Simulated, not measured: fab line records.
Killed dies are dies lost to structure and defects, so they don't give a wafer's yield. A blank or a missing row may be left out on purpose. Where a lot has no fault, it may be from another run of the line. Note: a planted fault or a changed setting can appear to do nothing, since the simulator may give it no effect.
A lot that was struck, set against a sound lot	flow nand-harc	15 steps out of a route of 1159
Sound: the wafers L196.2, L196.3, L196.5. Struck: wafer L194.1 (left out: L194.3, L194.6 of the same lot, which were not struck); the cause appears at the end.
Per side, at each step with rows, come the tool, then ch with its chambers, and then its first start. Under that, the readings that differ: sound wafers	struck wafers	difference of the means	sigmas: that difference in standard deviations of wafers without a fault.
alike: words and numbers the same on both sides, and readings whose means are apart by under 2 such deviations; not compared: readings that were withheld, readings missing a value for some wafer, numbers with overlapping values and no deviation given by the record, and bounds like >300 which may hide the same value.
The two part at a step that has a row with sigmas, a row that says differs or no value, or rows on one side only. Numbers that have no deviation but don't overlap get no sigmas and don't part them. A reading that every wafer of one side lacks parts them only if that side has two wafers or more.

first, 4 steps without rows for these wafers: NHARC_P_M1_EBR_05; NHARC_P_M1_EXPOSE_06 (exposes mask P M1, target cd 130 nm); NHARC_P_M1_PEB_07 (peb time 65 s); NHARC_P_M1_DEVELOP_08 (develop time 35 s).
NHARC_P_M1_CD_MEAS_09 targets a cd of 130 nm.
  sound on cd-sem-02 ch 0, day 8 05:47; struck on cd-sem-02 ch 0, day 7 19:23
  alike: cd-nm
NHARC_P_M1_OVL_MEAS_10: pitch 260 nm.
  sound: overlay-01 at day 8 05:52; struck: overlay-01 at day 7 19:29
  alike: overlay-x-nm, overlay-y-nm
NHARC_P_M1_INSPECT_11:
  sound: defect-inspect-01 at day 8 05:54; struck: defect-inspect-02 at day 7 19:32
  alike: raw-defect-count
NHARC_P_M1_DESCUM_14: chemistry O2, time 3 s.
  sound on rie-diel-12 ch 1,2,3, day 8 05:59; struck on rie-diel-07 ch 3, day 7 19:36
  alike: drypump-motor-current-A, oes-product-au, rf-vpp-V, showerhead-plenum-p-Torr, throttle-valve-pct
  not compared: rf-hours-counter-h
NHARC_P_M1_ETCH_35: etches the open film in N2/H2, target depth 40 nm, overetch 12 nm, time 43.94 s.
  sound on rie-diel-12 ch 1,3, day 8 06:03; struck on rie-diel-07 ch 3, day 7 19:42
  alike: drypump-motor-current-A, oes-product-au, rf-vpp-V, run-length-s, showerhead-plenum-p-Torr, throttle-valve-pct
  not compared: rf-hours-counter-h
NHARC_P_M1_ETCH_15: etches the open film in C4F8/Ar, target depth 182.5 nm, time 91.2 s.
  sound on rie-diel-12 ch 0,2; struck on rie-diel-07 ch 3
reading	sound	struck	difference	sigmas
rf-vpp-V (V)	446 446 445	438	-8	-2
  alike: oes-product-au, run-length-s
  not compared: rf-hours-counter-h
NHARC_P_M1_CD_MEAS_16:
  sound: cd-sem-03 at day 8 06:17; struck: cd-sem-02 at day 7 19:56
  alike: cd-nm
NHARC_P_M1_STRIP_18: strips in N2/H2.
  sound on rie-diel-07 ch 0,2,3, day 8 06:22; struck on rie-diel-10 ch 0, day 7 20:02
reading	sound	struck	difference	sigmas
rf-vpp-V (V)	91.8 89.6 91.5	87.5	-3.5	-4
  alike: drypump-motor-current-A, oes-product-au, showerhead-plenum-p-Torr, throttle-valve-pct
  not compared: rf-hours-counter-h
NHARC_P_M1_ETCH_28: etches the open film in CF4/N2, target depth 30 nm, time 72.99 s.
  sound on rie-diel-07 ch 2,3, day 8 06:37; struck on rie-diel-10 ch 0, day 7 20:15
reading	sound	struck	difference	sigmas
run-length-s (s)	94.6 94.4 94.9	77.4	-17.2	-54
  alike: drypump-motor-current-A, oes-product-au, rf-vpp-V, showerhead-plenum-p-Torr, throttle-valve-pct
  not compared: rf-hours-counter-h
then, 1 step without rows for these wafers: NHARC_P_M1_STRIP_19 (strips in post etch residue remover, time 600 s).
-- the record jumps here: 13 days lie between the struck wafers' starts before and after (it left off in module P_M1 and takes up again in module END, whose first step shown is number 1159 of the route) --
NHARC_END_SORT_01:
  sound on prober-02 ch 0, day 21 14:04; struck on prober-02 ch 0, day 21 02:23
  alike: defect-limited-yield, killed-at-array, killed-at-other, killed-at-periphery, killed-dies, killed-open, killed-short, sort_bin_2_pct, sort_bin_3_pct, sort_bin_4_pct, sort-n-pass, sort-rim-yield-pct, sort-yield-pct

## WHERE THEY PART
Last at NHARC_P_M1_ETCH_28 as far as this record goes, first at NHARC_P_M1_ETCH_15. Later steps at which nothing parts them and some readings are alike: NHARC_END_SORT_01.

WHY: what had been put in by the simulator
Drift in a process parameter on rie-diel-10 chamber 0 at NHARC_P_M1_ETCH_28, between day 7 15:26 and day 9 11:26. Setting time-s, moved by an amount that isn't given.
